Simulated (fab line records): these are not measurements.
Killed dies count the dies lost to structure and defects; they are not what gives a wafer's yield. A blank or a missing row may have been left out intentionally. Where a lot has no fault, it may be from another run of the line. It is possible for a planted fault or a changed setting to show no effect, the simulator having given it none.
Struck lot and sound lot, side by side :: flow nand-harc :: 13 steps out of a route of 1159
Sound: wafers L117.2, L117.4, L117.5. Wafers L109.1, L109.2, L109.4 were the ones struck. The cause is named last.
Each step with rows lists, per side, the tool, then ch with its chambers, then its first start. Under that, the readings that differ: sound wafers :: struck wafers :: difference of the means :: sigmas: that difference in standard deviations of wafers without a fault.
alike: words and numbers the same on both sides, and readings whose means are apart by under 2 such deviations; not compared: readings that were withheld, readings missing a value for some wafer, numbers with overlapping values and no deviation given by the record, and bounds like >300 which may hide the same value.
A row with sigmas, a row that says differs or no value, or rows on one side alone: a step with any of these is where the two part. Numbers that don't overlap but have no deviation are shown without sigmas and don't part them. A reading that every wafer of one side lacks parts them only if that side has two wafers or more.

first, 1 step without rows for these wafers: NHARC_P_M1_PRE_CLEAN_30 (time 30 s).
NHARC_P_M1_PVD_20: deposits TaN, target thk 5 nm, time 8.06 s.
  sound on pvd-sputter-02; struck on pvd-sputter-01
  alike: throttle-valve-pct
then, 2 steps without rows for these wafers: NHARC_P_M1_PVD_21 (deposits Cu, target thk 30 nm, time 20.49 s); NHARC_P_M1_ECD_22 (material Cu, target thk 400 nm).
NHARC_P_M1_ANNEAL_31: time 90 s.
  sound on rtp-anneal-01 ch 0, day 10 18:40; struck on rtp-anneal-02 ch 0, day 9 09:13
  alike: anneal-temp-c, wafer_temp_C_max
NHARC_P_M1_CMP_23: polishes, t overpolish 20 s, target thk 157.82 nm.
  sound on cmp-01 ch 1,2,3, day 10 18:57; struck on cmp-02 ch 0,1,3, day 9 09:36
  alike: motor-current-A, time-to-endpoint-s
NHARC_P_M1_THK_MEAS_24: measures by xrf.
  sound: film-metro-01 at day 10 19:16; struck: film-metro-01 at day 9 09:53
  alike: thk-nm
following that, these wafers have no rows for 1 step: NHARC_P_M1_SRD_25.
NHARC_P_M1_INSPECT_27:
  sound: defect-inspect-01 at day 10 19:26; struck: defect-inspect-01 at day 9 10:02
  alike: raw-defect-count
NHARC_P_M1_PRE_CLEAN_32: time 12 s.
  sound on pecvd-01 ch 0,1,2, day 10 19:31; struck on pecvd-01 ch 0,1,2, day 9 10:07
  alike: heater-power-w
NHARC_P_M1_DEP_33: deposits SiCN, target thk 30 nm.
  sound on pecvd-01 ch 0,1,2, day 10 19:37; struck on pecvd-01 ch 0,1,2, day 9 10:11
  alike: chamber-pressure-Torr, heater-power-outer-w, heater-power-w
NHARC_P_M2_DEP_00: deposits SiOC, target thk 182.5 nm.
  sound on pecvd-03 ch 0,1,2, day 10 20:02; struck on pecvd-01 ch 0,1, day 9 10:35
  no value came back on the struck wafers for chamber-pressure-Torr (Torr), rf-fwd-power-W (W); on the sound wafers chamber-pressure-Torr (Torr) reads 4.978 4.989 4.993
then, 1 step without rows for these wafers: NHARC_P_M2_DEHYDRATE_01 (time 120 s).

== WHERE THEY PART ==
NHARC_P_M2_DEP_00 only, going by this record.

WHY: whatever the simulator had introduced
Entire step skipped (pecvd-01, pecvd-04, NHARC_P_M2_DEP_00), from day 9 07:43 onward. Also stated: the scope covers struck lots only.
